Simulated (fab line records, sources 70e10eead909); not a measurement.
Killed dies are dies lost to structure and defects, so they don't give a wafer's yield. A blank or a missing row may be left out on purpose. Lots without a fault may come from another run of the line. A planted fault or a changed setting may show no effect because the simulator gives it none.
fab line records | flow nand_harc
record lots=24 wafers=72 last_day=24
route steps=1159 shown P_STI@91 P_GATE@144
lots that met no fault: from a run of the same line without faults
start_h: hours from the record's first day to the start of the lot's first wafer shown | wait_h: hours since the lot's step before | " the same as in the row above | L1.1+2: a row that stands for several wafers | - no value, or no start given | * or withheld: withheld | < > ~ a bound
route shown NAME@n: a module of which the file shows steps, and the number in the route of the first | usual: mean/standard deviation of fault-free wafers | same: alike in all rows | chamber/n: place in a boat | sites: the reading at each site | _std_site: their standard deviation | _edge_site: outer sites' mean less inner sites' | radius_mm: how far each site lies from the wafer's centre | mask NAME#n: copy n | behind: the tool/chamber that last shaped the wafer | hold: why the lot was held/for how many hours/how that ended | device: the transistor (n, p or np) that didn't switch | end of line: the same wafers' tests at the end of the route | a step without rows: its recipe alone | killed: dies lost to structure and defects at the first sort, not the wafer's yield | map: a wafer's dies, x killed, . not, _ none there
set.NAME: the setting as run; set.NAME@STEP: as run at that earlier step | model.NAME: the simulator's own value behind a step, which no gauge read
steps of the route over a sample of lots; a table a step, a row a wafer
services: from which hour (start_h, from the record's first day; less than 0 if before it) a tool's chamber was out of use, for how many hours, and why
## steps
# step NHARC_P_STI_CD_MEAS_16
# usual cd_nm=199.9/1.7
# columns lot.wafer tool chamber start_h wait_h cd_nm
L075.2 cd_sem-03 - 45.90 - 200.1
L075.5 " - " " 197.3
L075.6 " - " " 199.7
L074.2 cd_sem-02 - 45.93 - 201.3
L074.3 " - " " 201.4
L074.5 " - " " 199.8
L076.1 cd_sem-03 - 46.24 - 201.6
L076.2 " - " " 199.7
L076.6 " - " " 200.5
L077.2 cd_sem-01 - 53.60 - 201.5
L077.3 " - " " 199.6
L077.4 " - " " 200.0
L078.1 cd_sem-01 - 59.63 - 198.2
L078.2 " - " " 194.9
L078.3 " - " " 195.1
L079.2 cd_sem-02 - 67.49 - 201.6
L079.3 " - " " 200.1
L079.4 " - " " 198.7
L080.1 cd_sem-03 - 71.45 - 197.7
L080.2 " - " " 199.1
L080.6 " - " " 197.1
L081.2 cd_sem-01 - 77.46 - 203.1
L081.3 " - " " 202.2
L081.5 " - " " 201.9
L082.2 cd_sem-02 - 84.56 - 201.0
L082.3 " - " " 202.6
L082.5 " - " " 199.0
L083.2 cd_sem-02 - 91.80 - 200.0
L083.3 " - " " 200.9
L083.4 " - " " 201.2
L084.1 cd_sem-03 - 95.47 - 196.1
L084.2 " - " " 198.8
L084.6 " - " " 198.6
L085.2 cd_sem-03 - 103.89 - 199.0
L085.3 " - " " 201.2
L085.5 " - " " 199.9
L086.3 cd_sem-01 - 112.28 - 199.5
L086.5 " - " " 200.3
L086.6 " - " " 201.7
L087.2 cd_sem-03 - 112.40 - 199.2
L087.3 " - " " 200.2
L087.5 " - " " 201.3
L088.4 cd_sem-02 - 119.59 - 201.0
L088.5 " - " " 199.4
L088.6 " - " " 201.6
L089.1 cd_sem-02 - 125.65 - 202.1
L089.2 " - " " 199.4
L089.3 " - " " 200.7
L090.1 cd_sem-03 - 132.97 - 200.0
L090.5 " - " " 200.8
L090.6 " - " " 197.7
L091.2 cd_sem-03 - 138.77 - 199.3
L091.5 " - " " 200.2
L091.6 " - " " 200.6
L092.1 cd_sem-02 - 144.91 - 199.3
L092.2 " - " " 197.1
L092.4 " - " " 198.6
L093.3 cd_sem-02 - 149.83 - 201.2
L093.5 " - " " 202.8
L093.6 " - " " 202.3
L094.2 cd_sem-02 - 157.17 - 197.9
L094.3 " - " " 198.9
L094.6 " - " " 200.2
L095.1 cd_sem-03 - 161.72 - 200.6
L095.2 " - " " 201.5
L095.5 " - " " 202.0
L096.2 cd_sem-03 - 170.11 - 200.7
L096.3 " - " " 199.6
L096.6 " - " " 200.0
L097.1 cd_sem-01 - 174.43 - 198.4
L097.2 " - " " 193.3
L097.4 " - " " 197.9
# step NHARC_P_STI_OCD_MEAS_17
# usual trench_depth_nm=300.2/2.9 trench_foot_cd_nm=158.4/1.7
# columns lot.wafer tool chamber start_h wait_h trench_depth_nm trench_foot_cd_nm
L075.2 ocd-01 - 45.98 0.1 301.7 158.9
L075.5 " - " " 301.2 157.5
L075.6 " - " " 299.0 159.1
L074.2 ocd-02 - 46.02 0.1 305.6 159.7
L074.3 " - " " 301.0 161.4
L074.5 " - " " 299.2 159.5
L076.1 ocd-01 - 46.33 0.1 303.7 159.9
L076.2 " - " " 304.5 157.3
L076.6 " - " " 303.9 157.9
L077.2 ocd-02 - 53.68 0.1 304.3 158.3
L077.3 " - " " 307.7 156.1
L077.4 " - " " 301.5 157.6
L078.1 ocd-02 - 59.72 0.1 302.0 157.0
L078.2 " - " " 301.4 153.8
L078.3 " - " " 306.6 153.1
L079.2 ocd-02 - 67.58 0.1 298.7 159.8
L079.3 " - " " 300.3 158.0
L079.4 " - " " 301.5 157.6
L080.1 ocd-01 - 71.54 0.1 299.8 156.4
L080.2 " - " " 302.6 157.7
L080.6 " - " " 300.7 156.4
L081.2 ocd-02 - 77.55 0.1 295.2 161.2
L081.3 " - " " 296.1 159.9
L081.5 " - " " 298.2 160.1
L082.2 ocd-01 - 84.64 0.1 301.2 158.2
L082.3 " - " " 299.9 160.7
L082.5 " - " " 300.7 157.2
L083.2 ocd-02 - 91.89 0.1 300.7 158.4
L083.3 " - " " 301.0 160.4
L083.4 " - " " 301.8 159.4
L084.1 ocd-02 - 95.56 0.1 300.3 153.0
L084.2 " - " " 299.5 157.2
L084.6 " - " " 303.1 155.7
L085.2 ocd-02 - 103.97 0.1 299.1 158.2
L085.3 " - " " 299.5 157.5
L085.5 " - " " 299.1 158.5
L086.3 ocd-01 - 112.37 0.1 296.2 157.9
L086.5 " - " " 300.7 159.3
L086.6 " - " " 299.0 160.5
L087.2 ocd-02 - 112.48 0.1 298.8 158.1
L087.3 " - " " 301.8 158.9
L087.5 " - " " 299.4 160.5
L088.4 ocd-02 - 119.67 0.1 299.7 159.7
L088.5 " - " " 297.0 158.4
L088.6 " - " " 299.4 160.1
L089.1 ocd-02 - 125.74 0.1 301.5 161.3
L089.2 " - " " 296.1 158.7
L089.3 " - " " 301.1 159.7
L090.1 ocd-02 - 133.06 0.1 299.2 158.1
L090.5 " - " " 300.4 158.0
L090.6 " - " " 299.7 154.2
L091.2 ocd-02 - 138.87 0.1 296.1 159.4
L091.5 " - " " 293.7 160.7
L091.6 " - " " 296.5 157.7
L092.1 ocd-01 - 145.00 0.1 304.2 156.9
L092.2 " - " " 298.7 156.4
L092.4 " - " " 301.9 158.4
L093.3 ocd-02 - 149.93 0.1 299.2 159.1
L093.5 " - " " 301.6 159.5
L093.6 " - " " 297.2 159.9
L094.2 ocd-01 - 157.26 0.1 298.3 157.6
L094.3 " - " " 302.3 157.4
L094.6 " - " " 299.1 159.2
L095.1 ocd-01 - 161.81 0.1 297.7 160.3
L095.2 " - " " 298.9 160.7
L095.5 " - " " 298.6 161.1
L096.2 ocd-01 - 170.20 0.1 301.1 159.7
L096.3 " - " " 300.0 159.2
L096.6 " - " " 297.8 159.1
L097.1 ocd-01 - 174.52 0.1 303.7 156.2
L097.2 " - " " 302.2 153.3
L097.4 " - " " 297.0 157.9
# step NHARC_P_GATE_DESCUM_31
# recipe time_s=3 o2_flow_sccm=200 ar_flow_sccm=0 bias_power_w=0 chemistry=O2
# usual drypump_motor_current_A=5.6/0.58 oes_product_au=1.002/0.0076 rf_vpp_V=57.5/0.91 showerhead_plenum_p_Torr=1.88/0.081 throttle_valve_pct=11.312/0.0093
# columns lot.wafer tool chamber start_h wait_h drypump_motor_current_A oes_product_au rf_hours_counter_h rf_vpp_V showerhead_plenum_p_Torr throttle_valve_pct
L075.2 rie_diel-02 0 97.83 0.1 5.7 0.993 41 57.3 1.82 11.312
L075.5 " 2 " " 5.3 1.005 - 57.4 1.91 11.295
L075.6 " 3 " " 6.4 1.005 - 56.6 1.81 11.311
L074.2 rie_diel-04 2 98.25 0.1 5.2 1.009 28 57.0 2.02 11.318
L074.3 " 1 " " 5.3 1.000 29 58.3 1.83 11.325
L074.5 " 2 " " 5.2 1.000 - 58.5 2.02 11.304
L076.2 rie_diel-02 1 98.65 0.1 6.3 1.005 37 56.4 1.81 11.318
L076.1 " 3 " " 6.4 0.997 43 57.7 1.81 11.321
L076.6 " 1 " " 6.3 1.003 - 59.1 1.81 11.314
L077.3 rie_diel-04 2 105.27 0.1 5.2 0.991 30 58.1 2.02 11.294
L077.4 " 0 " " 6.4 0.990 31 59.5 1.94 11.306
L077.2 " 1 " " 5.3 0.995 31 56.5 1.83 11.305
L078.2 rie_diel-02 2 116.40 0.1 5.3 1.003 39 57.5 1.90 11.306
L078.1 " 3 " " 6.4 0.998 45 57.6 1.81 11.317
L078.3 " 1 " " 6.3 1.006 39 58.2 1.81 11.310
L079.3 rie_diel-02 1 127.38 0.1 6.3 1.011 43 56.8 1.81 11.330
L079.2 " 2 " " 5.3 1.000 42 58.5 1.90 11.319
L079.4 " 3 " " 6.4 1.004 48 57.7 1.81 11.311
L080.2 rie_diel-04 3 127.89 0.1 4.9 1.008 1 56.1 1.81 11.313
L080.1 " 2 " " 5.2 0.998 1 58.6 2.02 11.314
L080.6 " 3 " " 4.9 1.005 - 57.8 1.81 11.326
L081.3 rie_diel-05 2 131.92 0.1 6.2 1.007 54 57.1 2.03 11.307
L081.2 " 3 " " 6.6 0.988 54 57.5 1.92 11.318
L081.5 " 2 " " 6.1 1.002 - 58.0 2.03 11.308
L082.3 rie_diel-04 2 138.24 0.1 5.2 1.003 3 58.2 2.02 11.308
L082.2 " 0 " " 6.4 1.009 3 57.1 1.94 11.306
L082.5 " 2 " " 5.2 1.003 - 59.1 2.02 11.303
L083.3 rie_diel-04 1 143.76 0.1 5.4 0.996 4 57.6 1.83 11.324
L083.2 " 2 " " 5.2 1.003 4 59.3 2.02 11.319
L083.4 " 3 " " 4.9 1.003 4 57.9 1.80 11.321
L084.1 rie_diel-02 2 144.07 0.1 5.3 0.985 51 57.2 1.90 11.319
L084.2 " 1 " " 6.2 1.007 52 58.9 1.80 11.306
L084.6 " 2 " " 5.3 0.988 - 56.0 1.90 11.295
L085.2 rie_diel-04 0 167.50 0.2 6.4 1.002 9 58.3 1.94 11.304
L085.3 " 1 " " 5.3 0.992 10 58.6 1.83 11.317
L085.5 " 2 " " 5.2 0.999 - 58.5 2.01 11.309
L088.4 rie_diel-04 2 167.80 0.2 5.2 0.996 10 57.3 2.01 11.309
L088.6 " 3 " " 4.9 0.996 - 56.8 1.80 11.311
L088.5 " 0 " " 6.4 1.003 - 56.6 1.94 11.315
L087.2 rie_diel-04 0 167.91 0.1 6.4 1.009 9 58.8 1.94 11.315
L087.3 " 1 " " 5.3 0.988 10 57.5 1.83 11.318
L087.5 " 0 " " 6.4 0.999 - 57.0 1.94 11.299
L086.3 rie_diel-04 2 168.15 0.2 5.2 1.011 10 58.6 2.01 11.294
L086.6 " 0 " " 6.3 1.025 - 55.8 1.94 11.330
L086.5 " 1 " " 5.3 1.002 - 57.9 1.83 11.313
L089.3 rie_diel-04 0 181.71 0.1 6.4 1.000 10 60.2 1.94 11.319
L089.1 " 2 " " 5.2 1.002 11 57.4 2.01 11.325
L089.2 " 3 " " 4.9 1.013 10 57.4 1.80 11.307
L090.1 rie_diel-04 3 181.88 0.1 4.9 0.992 10 58.3 1.80 11.316
L090.6 " 2 " " 5.3 0.994 - 57.9 2.01 11.311
L090.5 " 0 " " 6.4 0.999 - 56.9 1.94 11.308
L091.2 rie_diel-02 1 192.03 0.1 6.3 1.012 9 57.7 1.80 11.317
L091.6 " 3 " " 6.4 1.001 - 59.1 1.80 11.310
L091.5 " 0 " " 5.7 1.011 - 55.6 1.81 11.326
L094.2 rie_diel-02 0 202.26 0.1 5.7 1.004 14 57.4 1.81 11.309
L094.3 " 1 " " 6.3 1.007 13 58.5 1.80 11.321
L094.6 " 0 " " 5.7 1.006 - 55.3 1.81 11.301
L092.2 rie_diel-02 2 202.86 0.1 5.3 0.989 16 57.3 1.90 11.306
L092.1 " 3 " " 6.4 1.006 17 56.5 1.80 11.326
L092.4 " 0 " " 5.7 1.008 15 56.1 1.81 11.324
L093.3 rie_diel-04 3 203.28 0.1 4.9 1.005 15 57.3 1.80 11.311
L093.5 " 1 " " 5.2 1.001 - 56.8 1.83 11.311
L093.6 " 2 " " 5.3 1.002 - 56.7 2.01 11.329
L095.1 rie_diel-04 0 216.08 0.1 6.4 0.999 17 57.3 1.94 11.311
L095.2 " 3 " " 4.9 1.008 17 58.2 1.80 11.302
L095.5 " 1 " " 5.3 0.988 - 58.6 1.83 11.305
L097.2 rie_diel-04 3 219.12 0.1 4.9 0.998 18 56.2 1.80 11.306
L097.1 " 0 " " 6.3 1.003 18 57.6 1.94 11.314
L097.4 " 2 " " 5.2 1.002 19 57.3 2.01 11.301
L096.3 rie_diel-04 3 219.25 0.1 4.9 1.013 18 57.5 1.80 11.309
L096.2 " 0 " " 6.4 1.003 18 57.3 1.94 11.319
L096.6 " 3 " " 4.9 1.013 - 55.9 1.80 11.311
# step NHARC_P_GATE_CD_MEAS_33
# usual cd_nm=120.7/1.9
# columns lot.wafer tool chamber start_h wait_h cd_nm
L075.2 cd_sem-02 - 99.35 - 120.9
L075.5 " - " " 118.1
L075.6 " - " " 120.7
L076.1 cd_sem-02 - 99.75 - 121.6
L076.2 " - " " 117.6
L076.6 " - " " 120.6
L074.2 cd_sem-02 - 99.83 - 116.2
L074.3 " - " " 119.4
L074.5 " - " " 119.3
L077.2 cd_sem-03 - 106.38 - 119.7
L077.3 " - " " 121.9
L077.4 " - " " 119.4
L078.1 cd_sem-02 - 117.29 - 118.3
L078.2 " - " " 118.1
L078.3 " - " " 116.8
L079.2 cd_sem-01 - 128.26 - 121.4
L079.3 " - " " 120.6
L079.4 " - " " 121.5
L080.1 cd_sem-02 - 128.69 - 122.3
L080.2 " - " " 122.3
L080.6 " - " " 123.6
L081.2 cd_sem-02 - 132.73 - 120.5
L081.3 " - " " 119.9
L081.5 " - " " 120.0
L082.2 cd_sem-03 - 139.35 - 120.1
L082.3 " - " " 120.9
L082.5 " - " " 119.9
L083.2 cd_sem-03 - 144.70 - 122.4
L083.3 " - " " 121.1
L083.4 " - " " 121.1
L084.1 cd_sem-03 - 144.94 - 119.3
L084.2 " - " " 121.1
L084.6 " - " " 120.8
L085.2 cd_sem-02 - 168.45 - 121.3
L085.3 " - " " 120.8
L085.5 " - " " 122.9
L088.4 cd_sem-03 - 169.03 - 121.8
L088.5 " - " " 123.9
L088.6 " - " " 122.2
L087.2 cd_sem-02 - 169.17 - 120.4
L087.3 " - " " 121.6
L087.5 " - " " 122.0
L086.3 cd_sem-03 - 169.28 - 122.3
L086.5 " - " " 119.8
L086.6 " - " " 118.2
L089.1 cd_sem-02 - 182.82 0.2 122.7
L089.2 " - " " 120.0
L089.3 " - " " 122.1
L090.1 cd_sem-01 - 182.91 0.2 119.8
L090.5 " - " " 119.7
L090.6 " - " " 123.6
L091.2 cd_sem-03 - 192.95 0.1 118.3
L091.5 " - " " 117.3
L091.6 " - " " 120.4
L094.2 cd_sem-01 - 203.13 - 118.4
L094.3 " - " " 119.9
L094.6 " - " " 119.3
L092.1 cd_sem-02 - 203.68 - 118.7
L092.2 " - " " 120.0
L092.4 " - " " 117.0
L093.3 cd_sem-02 - 204.08 - 121.2
L093.5 " - " " 122.7
L093.6 " - " " 120.1
L095.1 cd_sem-03 - 216.88 - 120.1
L095.2 " - " " 119.6
L095.5 " - " " 118.2
L097.1 cd_sem-01 - 220.51 - 121.5
L097.2 " - " " 118.0
L097.4 " - " " 120.9
L096.2 cd_sem-03 - 220.61 - 120.1
L096.3 " - " " 123.0
L096.6 " - " " 122.8
# step NHARC_P_GATE_STRIP_112
# recipe power_w=1500 temp_c=110 time_s=200 chemistry=N2/H2
# usual drypump_motor_current_A=5.6/0.59 heater_power_w=85/4.2
# columns lot.wafer tool chamber start_h wait_h drypump_motor_current_A heater_power_w rf_hours_counter_h
L075.2 plasma_asher-02 1 112.81 0.2 6.1 82 27
L075.6 " 1 " " 6.1 83 -
L075.5 " 0 " " 4.8 85 -
L074.2 plasma_asher-02 1 113.39 0.2 6.1 81 28
L074.3 " 1 " " 6.1 82 -
L074.5 " 0 " " 4.9 88 -
L076.2 plasma_asher-01 0 113.52 0.2 5.3 88 2
L076.1 " 1 " " 6.2 81 2
L076.6 " 1 " " 6.2 81 -
L077.2 plasma_asher-01 0 119.55 0.2 5.2 91 4
L077.4 " 1 " " 6.3 83 -
L077.3 " 0 " " 5.2 87 -
L078.1 plasma_asher-01 1 132.70 0.2 6.3 82 8
L078.2 " 0 " " 5.2 91 8
L078.3 " 0 " " 5.2 91 -
L079.2 plasma_asher-02 1 141.60 0.2 6.1 81 37
L079.3 " 1 " " 6.1 82 -
L079.4 " 0 " " 4.9 88 -
L080.2 plasma_asher-01 1 144.03 0.2 6.3 84 11
L080.1 " 0 " " 5.2 89 11
L080.6 " 0 " " 5.2 92 -
L081.2 plasma_asher-01 0 146.99 1.0 5.2 91 12
L081.3 " 0 " " 5.2 91 -
L081.5 " 1 " " 6.2 83 -
L082.2 plasma_asher-02 0 152.78 0.2 4.9 86 43
L082.3 " 1 " " 6.1 80 -
L082.5 " 0 " " 4.8 85 -
L083.2 plasma_asher-01 1 158.13 0.2 6.3 82 16
L083.3 " 1 " " 6.3 82 -
L083.4 " 0 " " 5.2 91 -
L084.1 plasma_asher-02 0 158.51 0.2 4.9 86 45
L084.2 " 1 " " 6.1 83 45
L084.6 " 1 " " 6.1 83 -
L088.4 plasma_asher-01 0 182.60 0.2 5.2 90 -
L088.5 " 1 " " 6.3 80 -
L088.6 " 0 " " 5.2 90 -
L087.2 plasma_asher-02 0 182.68 0.2 4.9 85 53
L087.3 " 1 " " 6.1 81 -
L087.5 " 0 " " 4.8 86 -
L085.2 plasma_asher-01 1 183.83 0.2 6.3 85 23
L085.3 " 1 " " 6.3 80 -
L085.5 " 0 " " 5.2 91 -
L086.3 plasma_asher-01 1 190.00 0.8 6.3 83 -
L086.5 " 1 " " 6.3 80 -
L086.6 " 0 " " 5.3 90 -
L090.1 plasma_asher-01 0 196.42 0.2 5.2 90 32
L090.5 " 1 " " 6.3 83 -
L090.6 " 0 " " 5.3 90 -
L089.1 plasma_asher-02 0 198.30 0.2 4.9 80 2
L089.2 " 1 " " 6.1 91 2
L089.3 " 1 " " 6.1 91 -
L091.2 plasma_asher-02 1 206.25 0.2 6.1 89 4
L091.5 " 0 " " 4.9 80 -
L091.6 " 1 " " 6.1 91 -
L094.2 plasma_asher-02 1 216.21 0.2 6.1 90 6
L094.3 " 1 " " 6.1 91 -
L094.6 " 1 " " 6.1 92 -
L092.1 plasma_asher-01 1 216.98 0.2 6.3 84 38
L092.2 " 0 " " 5.3 91 38
L092.4 " 0 " " 5.2 87 -
L093.3 plasma_asher-02 1 220.44 0.2 6.1 91 -
L093.5 " 1 " " 6.1 89 -
L093.6 " 0 " " 4.9 82 -
L095.1 plasma_asher-01 0 230.27 0.2 5.2 90 44
L095.2 " 1 " " 6.2 82 44
L095.5 " 1 " " 6.2 84 -
L097.2 plasma_asher-02 0 233.97 0.2 4.9 81 13
L097.1 " 1 " " 6.1 90 13
L097.4 " 0 " " 4.9 80 -
L096.2 plasma_asher-02 1 236.02 0.2 6.1 88 14
L096.3 " 0 " " 4.9 79 -
L096.6 " 1 " " 6.1 91 -
# step NHARC_P_GATE_CD_MEAS_91
# recipe target_cd_nm=2000 landing_energy_ev=500
# usual cd_nm=1999.7/1.1
# columns lot.wafer tool chamber start_h wait_h cd_nm
L075.2 cd_sem-01 0 113.99 - 2000.3
L075.5 " 0 " " 1999.1
L075.6 " 0 " " 1999.7
L074.2 cd_sem-01 0 114.54 - 2000.3
L074.3 " 0 " " 2000.3
L074.5 " 0 " " 2000.8
L076.1 cd_sem-02 0 114.71 - 1998.7
L076.2 " 0 " " 1999.6
L076.6 " 0 " " 1997.6
L077.2 cd_sem-03 0 120.69 - 2000.8
L077.3 " 0 " " 1998.9
L077.4 " 0 " " 2001.2
L078.1 cd_sem-03 0 133.76 - 1998.3
L078.2 " 0 " " 1999.8
L078.3 " 0 " " 1999.1
L079.2 cd_sem-03 0 142.67 - 1998.6
L079.3 " 0 " " 1998.4
L079.4 " 0 " " 1998.8
L080.1 cd_sem-01 0 145.22 - 1998.8
L080.2 " 0 " " 2000.9
L080.6 " 0 " " 1999.5
L081.2 cd_sem-02 0 148.15 - 1999.8
L081.3 " 0 " " 2001.4
L081.5 " 0 " " 2000.9
L082.2 cd_sem-01 0 153.93 - 2000.6
L082.3 " 0 " " 1999.7
L082.5 " 0 " " 1998.7
L083.2 cd_sem-02 0 159.19 - 2001.0
L083.3 " 0 " " 2000.2
L083.4 " 0 " " 2000.0
L084.1 cd_sem-02 0 159.57 - 2000.5
L084.2 " 0 " " 1999.4
L084.6 " 0 " " 2000.6
L088.4 cd_sem-03 0 183.53 - 1998.4
L088.5 " 0 " " 1998.7
L088.6 " 0 " " 1998.1
L087.2 cd_sem-02 0 183.86 - 2000.2
L087.3 " 0 " " 2003.5
L087.5 " 0 " " 2000.7
L085.2 cd_sem-03 0 184.85 - 1999.6
L085.3 " 0 " " 2000.7
L085.5 " 0 " " 2000.0
L086.3 cd_sem-01 0 190.98 - 1998.7
L086.5 " 0 " " 1999.1
L086.6 " 0 " " 1998.8
L090.1 cd_sem-01 0 197.43 - 2000.2
L090.5 " 0 " " 2000.4
L090.6 " 0 " " 2000.7
L089.1 cd_sem-02 0 199.48 - 1999.4
L089.2 " 0 " " 1998.2
L089.3 " 0 " " 1999.4
L091.2 cd_sem-01 0 207.27 - 1999.7
L091.5 " 0 " " 2000.9
L091.6 " 0 " " 2000.2
L094.2 cd_sem-02 0 217.39 - 2000.7
L094.3 " 0 " " 1999.1
L094.6 " 0 " " 1999.1
L092.1 cd_sem-02 0 218.19 - 1999.4
L092.2 " 0 " " 2000.2
L092.4 " 0 " " 2000.8
L093.3 cd_sem-02 0 221.54 - 1998.8
L093.5 " 0 " " 2000.3
L093.6 " 0 " " 1997.6
L095.1 cd_sem-01 0 231.45 - 1998.3
L095.2 " 0 " " 1996.9
L095.5 " 0 " " 1999.0
L097.1 cd_sem-03 0 235.16 - 2000.0
L097.2 " 0 " " 1999.7
L097.4 " 0 " " 1999.6
L096.2 cd_sem-03 0 237.17 - 1998.8
L096.3 " 0 " " 2000.2
L096.6 " 0 " " 1998.1
## services
# columns tool chamber start_h hours kind
plasma_asher-02 - 78.17 16.0 repair
rie_diel-04 0 90.97 - clean
rie_diel-04 1 90.97 - clean
rie_diel-04 2 90.97 - clean
rie_diel-04 3 90.97 - clean
plasma_asher-01 - 99.10 9.0 pm
rie_diel-02 - 104.45 9.1 repair
rie_diel-04 - 111.95 9.0 pm
rie_diel-04 0 111.95 9.0 vent_cycle
rie_diel-04 1 111.95 9.0 vent_cycle
rie_diel-04 2 111.95 9.6 vent_cycle
rie_diel-04 3 111.95 9.0 vent_cycle
rie_diel-04 0 120.95 - clean
rie_diel-04 1 120.95 - clean
rie_diel-04 3 120.95 - clean
rie_diel-02 - 151.07 9.0 pm
rie_diel-05 - 163.62 9.0 pm
rie_diel-05 3 180.98 16.1 repair
rie_diel-04 1 181.25 4.5 repair
plasma_asher-02 - 183.17 9.0 pm
rie_diel-04 1 188.07 9.5 repair
rie_diel-04 - 217.85 0.2 repair
rie_diel-02 0 224.67 5.0 repair
rie_diel-02 3 227.64 13.0 repair
## key
fault none
